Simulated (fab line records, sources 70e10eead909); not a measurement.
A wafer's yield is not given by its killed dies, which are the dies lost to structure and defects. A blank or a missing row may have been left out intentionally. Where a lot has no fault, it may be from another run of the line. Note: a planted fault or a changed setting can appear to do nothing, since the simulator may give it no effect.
Struck lot and sound lot, side by side / flow nand harc / 37 out of 1302 route steps
Sound: these wafers, L518.3, L518.5, L518.6. Wafers L504.2, L504.5, L504.6 were the ones struck. At the end, the cause is stated.
At each step with rows: each side's tool, then ch and its chambers, then its first start. Under that, the readings that differ: sound wafers / struck wafers / difference of the means / sigmas: that difference in standard deviations of wafers without a fault.
alike: readings with means less than 2 such deviations apart, plus words and numbers identical on both sides. not compared: withheld readings, readings lacking a value on some wafer, bounds such as >300 that could conceal the same value, and numbers that have no deviation in the record and whose values overlap.
Wherever a step has rows on one side only, a row that says differs or no value, or a row with sigmas, the two part there. When numbers do not overlap yet have no deviation, they are printed without sigmas and do not part them. A reading that every wafer of one side lacks parts them only if that side has two wafers or more.

first, 10 steps without rows for these wafers: NHARC_A_CHANNEL_HOLE_D1_DEP_00 (deposits aC, target thk 3100 nm); NHARC_A_CHANNEL_HOLE_D1_DEP_01 (deposits SiON, target thk 140 nm); NHARC_A_CHANNEL_HOLE_D1_DEHYDRATE_02 (time 120 s); NHARC_A_CHANNEL_HOLE_D1_HMDS_03 (time 30 s); NHARC_A_CHANNEL_HOLE_D1_COAT_36 (time 75 s); NHARC_A_CHANNEL_HOLE_D1_COAT_37 (time 65 s); NHARC_A_CHANNEL_HOLE_D1_COAT_04 (resist thk 90 nm); NHARC_A_CHANNEL_HOLE_D1_SOFTBAKE_05 (time 55 s); NHARC_A_CHANNEL_HOLE_D1_EBR_06; NHARC_A_CHANNEL_HOLE_D1_EXPOSE_07 (exposes mask HOLE D1, target cd 100 nm).
NHARC_A_CHANNEL_HOLE_D1_PEB_08: peb time 65 s.
  sound on litho track-06 ch 0, day 15 03:08; struck on litho track-06 ch 0, day 9 14:08
reading=heater power total W (W); sound=156.2 156.5 157.1; struck=153.9 154.7 154.6; difference=-2.2; sigmas=-5
reading=plate temp C (C); sound=100.11 100.10 99.98; struck=98.89 98.78 98.85; difference=-1.22; sigmas=-9
then, 1 step without rows for these wafers: NHARC_A_CHANNEL_HOLE_D1_DEVELOP_09 (develop time 35 s).
NHARC_A_CHANNEL_HOLE_D1_CD_MEAS_10 targets a cd of 100 nm.
  sound on cd sem-01 ch 0, day 15 03:13; struck on cd sem-03 ch 0, day 9 14:13
reading=cd nm (nm); sound=99.4 100.0 100.0; struck=96.7 96.3 97.0; difference=-3.1; sigmas=-6
NHARC_A_CHANNEL_HOLE_D1_DESCUM_15: chemistry O2, time 3 s.
  sound on rie diel-09 ch 0,3, day 15 03:24; struck on rie diel-09 ch 0,1, day 9 14:25
reading=model.A_CHANNEL_HOLE_D1.cd nm (nm); sound=100 100.7 100.7; struck=95.88 95.59 96.97; difference=-4.32; sigmas=
  alike: chamber pressure mTorr, drypump motor current A, oes product au, rf vpp V, showerhead plenum p Torr, throttle valve pct
  not compared: rf hours counter h
then, 16 steps without rows for these wafers: NHARC_A_CHANNEL_HOLE_D1_ETCH_38 (etches the open film in CF4, target depth 39 nm, time 65 s); NHARC_A_CHANNEL_HOLE_D1_ETCH_39 (etches the open film in N2/H2, target depth 260 nm, time 325 s); NHARC_A_CHANNEL_HOLE_D1_ETCH_34 (etches the open film in CF4/CHF3, target depth 154 nm, time 77 s); NHARC_A_CHANNEL_HOLE_D1_ETCH_16 (etches the open film in O2/COS, target depth 3100 nm, time 806 s); NHARC_A_CHANNEL_HOLE_D1_ETCH_19 (etches the open film in C4F8/O2/Ar, time 34.5 s); NHARC_A_CHANNEL_HOLE_D1_ETCH_20 (etches the open film in C4F8/O2/Ar, time 361.9 s, target depth 1600 nm); NHARC_A_CHANNEL_HOLE_D1_ETCH_21 (etches the open film in C4F8/O2/Ar, time 514.3 s, target depth 1600 nm); NHARC_A_CHANNEL_HOLE_D1_ETCH_22 (etches the open film in C4F8/O2/Ar, time 666.7 s, target depth 1600 nm); NHARC_A_CHANNEL_HOLE_D1_ETCH_23 (etches the open film in C4F8/O2/Ar, time 819 s, target depth 1600 nm); NHARC_A_CHANNEL_HOLE_D1_ETCH_24 (etches the open film in C4F8/O2/Ar, time 906.2 s, target depth 1500 nm); NHARC_A_CHANNEL_HOLE_D1_ETCH_25 (etches the open film in C4F8/O2/Ar, time 1040.2 s, target depth 1500 nm); NHARC_A_CHANNEL_HOLE_D1_ETCH_26 (etches the open film in C4F8/O2/Ar, time 224.1 s, target depth 300 nm); NHARC_A_CHANNEL_HOLE_D1_ETCH_33 (etches the open film in C4F8/O2/Ar, time 90 s, target depth 400 nm); NHARC_A_CHANNEL_HOLE_D1_STRIP_41 (strips in N2/H2); NHARC_A_CHANNEL_HOLE_D1_STRIP_42 (strips in CF4/CHF3); NHARC_A_CHANNEL_HOLE_D1_STRIP_43 (strips in O2/COS).
NHARC_A_CHANNEL_HOLE_D1_ETCH_44: etches the open film in CF4/O2, target depth 140 nm, overetch 14 nm, time 77 s.
  sound on rie diel-09 ch 0,1,3, day 15 09:19; struck on rie diel-08 ch 0,2,3, day 9 20:32
reading=model.A_CHANNEL_HOLE_D1.cd nm (nm); sound=89.35 88.75 89.7; struck=87.35 86.07 86.63; difference=-2.58; sigmas=
  alike: bias w, chamber pressure mTorr, drypump motor current A, oes_ar_750_au, oes product au, rf vpp V, showerhead plenum p Torr, throttle valve pct
  not compared: rf hours counter h
then, 3 steps without rows for these wafers: NHARC_A_CHANNEL_HOLE_D1_STRIP_27 (strips in O2); NHARC_A_CHANNEL_HOLE_D1_PRECLEAN_28 (cleans in SC1); NHARC_A_CHANNEL_HOLE_D1_SRD_29.
NHARC_A_CHANNEL_HOLE_D1_CD_MEAS_30:
  struck on cd sem-02, day 9 21:19; sound on cd sem-02, day 15 10:07
reading=cd nm (nm); sound=89.3 87.4 90.5; struck=87.0 85.9 86.2; difference=-2.7; sigmas=-2
NHARC_A_CHANNEL_HOLE_D1_XSEM_31:
  sound on xsem-02 ch 0, day 15 10:12; struck on xsem-02 ch 0, day 9 21:25
  alike: bot cd nm, bow nm, tilt deg
next, for these wafers, 1 step has no rows: NHARC_END_SORT_01.

## WHERE THEY PART
Earliest at NHARC_A_CHANNEL_HOLE_D1_PEB_08; latest, in this record, at NHARC_A_CHANNEL_HOLE_D1_CD_MEAS_30. Later steps at which nothing parts them and some readings are alike: NHARC_A_CHANNEL_HOLE_D1_XSEM_31.

WHY: what the simulator had put in
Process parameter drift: litho track-06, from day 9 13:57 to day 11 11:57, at NHARC_A_CHANNEL_HOLE_D1_PEB_08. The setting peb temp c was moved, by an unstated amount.
